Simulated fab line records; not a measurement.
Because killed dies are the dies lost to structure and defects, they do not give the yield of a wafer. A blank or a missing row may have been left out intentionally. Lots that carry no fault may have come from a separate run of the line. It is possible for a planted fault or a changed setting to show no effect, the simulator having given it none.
Lot-split experiment || flow n5-finfet || 39 wafers read from 7 lots, route of 1938 steps

== THE SPLIT ==
At N5_ZERO_LAYER_PECVD_02 (deposits SiO2 from SiH4/N2O, target thk 10 nm, time 6 s), the setting target-thk-a was moved away from the recipe's 100 angstrom on 15 of the 39 wafers read, by -16.0% to +8.2%. The other wafers ran this setting at the recipe's value.

The reading comes from the split's own step.

== THE READING ==
SiO2_of_ZERO_LAYER_PECVD_02.thk-nm (the simulator's own value, which no gauge read), in nm, at N5_ZERO_LAYER_PECVD_02 (deposits SiO2 from SiH4/N2O, target thk 10 nm, time 6 s). The file does not state a usual value for it. Here, 24 wafers ran the recipe; their average is 9.908 nm with a standard deviation of 0.11 nm.

{"wafer": "L075.1", "tool, chamber at the split": "pecvd-01, 2", "target-thk-a as run, angstrom": 100, "against the recipe": "recipe", "SiO2_of_ZERO_LAYER_PECVD_02.thk-nm, nm": 9.897, "against lot-mates on the recipe": "-"}
{"wafer": "L075.3", "tool, chamber at the split": "pecvd-01, 0", "target-thk-a as run, angstrom": 100, "against the recipe": "recipe", "SiO2_of_ZERO_LAYER_PECVD_02.thk-nm, nm": 9.849, "against lot-mates on the recipe": "-"}
{"wafer": "L075.4", "tool, chamber at the split": "pecvd-01, 0", "target-thk-a as run, angstrom": 100, "against the recipe": "recipe", "SiO2_of_ZERO_LAYER_PECVD_02.thk-nm, nm": 9.983, "against lot-mates on the recipe": "-"}
{"wafer": "L082.1", "tool, chamber at the split": "pecvd-01, 2", "target-thk-a as run, angstrom": 100, "against the recipe": "recipe", "SiO2_of_ZERO_LAYER_PECVD_02.thk-nm, nm": 9.737, "against lot-mates on the recipe": "-"}
{"wafer": "L082.2", "tool, chamber at the split": "pecvd-01, 0", "target-thk-a as run, angstrom": 84.04, "against the recipe": "-16.0%", "SiO2_of_ZERO_LAYER_PECVD_02.thk-nm, nm": 8.169, "against lot-mates on the recipe": -1.756}
{"wafer": "L082.3", "tool, chamber at the split": "pecvd-01, 1", "target-thk-a as run, angstrom": 84.04, "against the recipe": "-16.0%", "SiO2_of_ZERO_LAYER_PECVD_02.thk-nm, nm": 8.3, "against lot-mates on the recipe": -1.625}
{"wafer": "L082.4", "tool, chamber at the split": "pecvd-01, 0", "target-thk-a as run, angstrom": 100, "against the recipe": "recipe", "SiO2_of_ZERO_LAYER_PECVD_02.thk-nm, nm": 10.05, "against lot-mates on the recipe": "-"}
{"wafer": "L082.5", "tool, chamber at the split": "pecvd-01, 1", "target-thk-a as run, angstrom": 100, "against the recipe": "recipe", "SiO2_of_ZERO_LAYER_PECVD_02.thk-nm, nm": 9.988, "against lot-mates on the recipe": "-"}
{"wafer": "L082.6", "tool, chamber at the split": "pecvd-01, 2", "target-thk-a as run, angstrom": 84.04, "against the recipe": "-16.0%", "SiO2_of_ZERO_LAYER_PECVD_02.thk-nm, nm": 8.439, "against lot-mates on the recipe": -1.486}
{"wafer": "L086.1", "tool, chamber at the split": "pecvd-03, 0", "target-thk-a as run, angstrom": 90.19, "against the recipe": "-9.8%", "SiO2_of_ZERO_LAYER_PECVD_02.thk-nm, nm": 8.833, "against lot-mates on the recipe": -1.074}
{"wafer": "L086.2", "tool, chamber at the split": "pecvd-03, 1", "target-thk-a as run, angstrom": 100, "against the recipe": "recipe", "SiO2_of_ZERO_LAYER_PECVD_02.thk-nm, nm": 9.822, "against lot-mates on the recipe": "-"}
{"wafer": "L086.3", "tool, chamber at the split": "pecvd-03, 2", "target-thk-a as run, angstrom": 90.19, "against the recipe": "-9.8%", "SiO2_of_ZERO_LAYER_PECVD_02.thk-nm, nm": 8.938, "against lot-mates on the recipe": -0.969}
{"wafer": "L086.4", "tool, chamber at the split": "pecvd-03, 1", "target-thk-a as run, angstrom": 100, "against the recipe": "recipe", "SiO2_of_ZERO_LAYER_PECVD_02.thk-nm, nm": 9.921, "against lot-mates on the recipe": "-"}
{"wafer": "L086.5", "tool, chamber at the split": "pecvd-03, 2", "target-thk-a as run, angstrom": 90.19, "against the recipe": "-9.8%", "SiO2_of_ZERO_LAYER_PECVD_02.thk-nm, nm": 9.129, "against lot-mates on the recipe": -0.778}
{"wafer": "L086.6", "tool, chamber at the split": "pecvd-03, 0", "target-thk-a as run, angstrom": 100, "against the recipe": "recipe", "SiO2_of_ZERO_LAYER_PECVD_02.thk-nm, nm": 9.979, "against lot-mates on the recipe": "-"}
{"wafer": "L087.1", "tool, chamber at the split": "pecvd-02, 0", "target-thk-a as run, angstrom": 100, "against the recipe": "recipe", "SiO2_of_ZERO_LAYER_PECVD_02.thk-nm, nm": 9.754, "against lot-mates on the recipe": "-"}
{"wafer": "L087.2", "tool, chamber at the split": "pecvd-02, 2", "target-thk-a as run, angstrom": 90.33, "against the recipe": "-9.7%", "SiO2_of_ZERO_LAYER_PECVD_02.thk-nm, nm": 8.877, "against lot-mates on the recipe": -1.108}
{"wafer": "L087.3", "tool, chamber at the split": "pecvd-02, 1", "target-thk-a as run, angstrom": 90.33, "against the recipe": "-9.7%", "SiO2_of_ZERO_LAYER_PECVD_02.thk-nm, nm": 8.653, "against lot-mates on the recipe": -1.332}
{"wafer": "L087.4", "tool, chamber at the split": "pecvd-02, 2", "target-thk-a as run, angstrom": 100, "against the recipe": "recipe", "SiO2_of_ZERO_LAYER_PECVD_02.thk-nm, nm": 10.16, "against lot-mates on the recipe": "-"}
{"wafer": "L087.5", "tool, chamber at the split": "pecvd-02, 0", "target-thk-a as run, angstrom": 100, "against the recipe": "recipe", "SiO2_of_ZERO_LAYER_PECVD_02.thk-nm, nm": 10.04, "against lot-mates on the recipe": "-"}
{"wafer": "L087.6", "tool, chamber at the split": "pecvd-02, 1", "target-thk-a as run, angstrom": 90.33, "against the recipe": "-9.7%", "SiO2_of_ZERO_LAYER_PECVD_02.thk-nm, nm": 8.833, "against lot-mates on the recipe": -1.152}
{"wafer": "L090.1", "tool, chamber at the split": "pecvd-03, 0", "target-thk-a as run, angstrom": 100, "against the recipe": "recipe", "SiO2_of_ZERO_LAYER_PECVD_02.thk-nm, nm": 9.808, "against lot-mates on the recipe": "-"}
{"wafer": "L090.2", "tool, chamber at the split": "pecvd-03, 2", "target-thk-a as run, angstrom": 100, "against the recipe": "recipe", "SiO2_of_ZERO_LAYER_PECVD_02.thk-nm, nm": 9.849, "against lot-mates on the recipe": "-"}
{"wafer": "L090.3", "tool, chamber at the split": "pecvd-03, 1", "target-thk-a as run, angstrom": 89, "against the recipe": "-11.0%", "SiO2_of_ZERO_LAYER_PECVD_02.thk-nm, nm": 8.763, "against lot-mates on the recipe": -1.115}
{"wafer": "L090.4", "tool, chamber at the split": "pecvd-03, 0", "target-thk-a as run, angstrom": 89, "against the recipe": "-11.0%", "SiO2_of_ZERO_LAYER_PECVD_02.thk-nm, nm": 8.775, "against lot-mates on the recipe": -1.103}
{"wafer": "L090.5", "tool, chamber at the split": "pecvd-03, 2", "target-thk-a as run, angstrom": 100, "against the recipe": "recipe", "SiO2_of_ZERO_LAYER_PECVD_02.thk-nm, nm": 9.976, "against lot-mates on the recipe": "-"}
{"wafer": "L090.6", "tool, chamber at the split": "pecvd-03, 1", "target-thk-a as run, angstrom": 89, "against the recipe": "-11.0%", "SiO2_of_ZERO_LAYER_PECVD_02.thk-nm, nm": 8.75, "against lot-mates on the recipe": -1.128}
{"wafer": "L091.1", "tool, chamber at the split": "pecvd-03, 0", "target-thk-a as run, angstrom": 100, "against the recipe": "recipe", "SiO2_of_ZERO_LAYER_PECVD_02.thk-nm, nm": 9.94, "against lot-mates on the recipe": "-"}
{"wafer": "L091.2", "tool, chamber at the split": "pecvd-03, 2", "target-thk-a as run, angstrom": 100, "against the recipe": "recipe", "SiO2_of_ZERO_LAYER_PECVD_02.thk-nm, nm": 9.929, "against lot-mates on the recipe": "-"}
{"wafer": "L091.3", "tool, chamber at the split": "pecvd-03, 1", "target-thk-a as run, angstrom": 100, "against the recipe": "recipe", "SiO2_of_ZERO_LAYER_PECVD_02.thk-nm, nm": 9.67, "against lot-mates on the recipe": "-"}
{"wafer": "L091.4", "tool, chamber at the split": "pecvd-03, 0", "target-thk-a as run, angstrom": 100, "against the recipe": "recipe", "SiO2_of_ZERO_LAYER_PECVD_02.thk-nm, nm": 9.877, "against lot-mates on the recipe": "-"}
{"wafer": "L091.5", "tool, chamber at the split": "pecvd-03, 1", "target-thk-a as run, angstrom": 100, "against the recipe": "recipe", "SiO2_of_ZERO_LAYER_PECVD_02.thk-nm, nm": 9.824, "against lot-mates on the recipe": "-"}
{"wafer": "L091.6", "tool, chamber at the split": "pecvd-03, 2", "target-thk-a as run, angstrom": 100, "against the recipe": "recipe", "SiO2_of_ZERO_LAYER_PECVD_02.thk-nm, nm": 9.977, "against lot-mates on the recipe": "-"}
{"wafer": "L095.1", "tool, chamber at the split": "pecvd-03, 0", "target-thk-a as run, angstrom": 108.2, "against the recipe": "+8.2%", "SiO2_of_ZERO_LAYER_PECVD_02.thk-nm, nm": 10.63, "against lot-mates on the recipe": "+0.711"}
{"wafer": "L095.2", "tool, chamber at the split": "pecvd-03, 1", "target-thk-a as run, angstrom": 108.2, "against the recipe": "+8.2%", "SiO2_of_ZERO_LAYER_PECVD_02.thk-nm, nm": 10.39, "against lot-mates on the recipe": "+0.471"}
{"wafer": "L095.3", "tool, chamber at the split": "pecvd-03, 2", "target-thk-a as run, angstrom": 100, "against the recipe": "recipe", "SiO2_of_ZERO_LAYER_PECVD_02.thk-nm, nm": 9.845, "against lot-mates on the recipe": "-"}
{"wafer": "L095.4", "tool, chamber at the split": "pecvd-03, 1", "target-thk-a as run, angstrom": 108.2, "against the recipe": "+8.2%", "SiO2_of_ZERO_LAYER_PECVD_02.thk-nm, nm": 10.67, "against lot-mates on the recipe": "+0.751"}
{"wafer": "L095.5", "tool, chamber at the split": "pecvd-03, 2", "target-thk-a as run, angstrom": 100, "against the recipe": "recipe", "SiO2_of_ZERO_LAYER_PECVD_02.thk-nm, nm": 10.06, "against lot-mates on the recipe": "-"}
{"wafer": "L095.6", "tool, chamber at the split": "pecvd-03, 0", "target-thk-a as run, angstrom": 100, "against the recipe": "recipe", "SiO2_of_ZERO_LAYER_PECVD_02.thk-nm, nm": 9.853, "against lot-mates on the recipe": "-"}

THE FIT
A straight line over all 39 wafers: SiO2_of_ZERO_LAYER_PECVD_02.thk-nm changes by +0.0989 nm for each +1% of target-thk-a; r = +0.98; the points scatter about the line by 0.13 nm.
The same after taking each lot's own level away (the mean of its wafers on the recipe; 39 wafers): +0.0996 nm for each +1%; r = +0.98; scatter 0.13 nm.
According to that fit, moving target-thk-a by its largest amount changes the reading by 1.6 nm.
Measured against the standard deviation above, the lots' own levels, which go from 9.8695 to 9.9847 nm, span 1.0 times it.
So the lot-to-lot level changes the slope little: the two slopes agree.
Check: -1.6 nm against its lot-mates is what the line predicts for one of the wafers moved furthest among these (-16.0%) when that wafer is left out of the fit. It came out at -1.76 nm against them.

== THE FILE'S OWN FIT ==
SiO2_of_ZERO_LAYER_PECVD_02.thk-nm changes by +0.102 nm for each +1% of target-thk-a, r = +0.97.
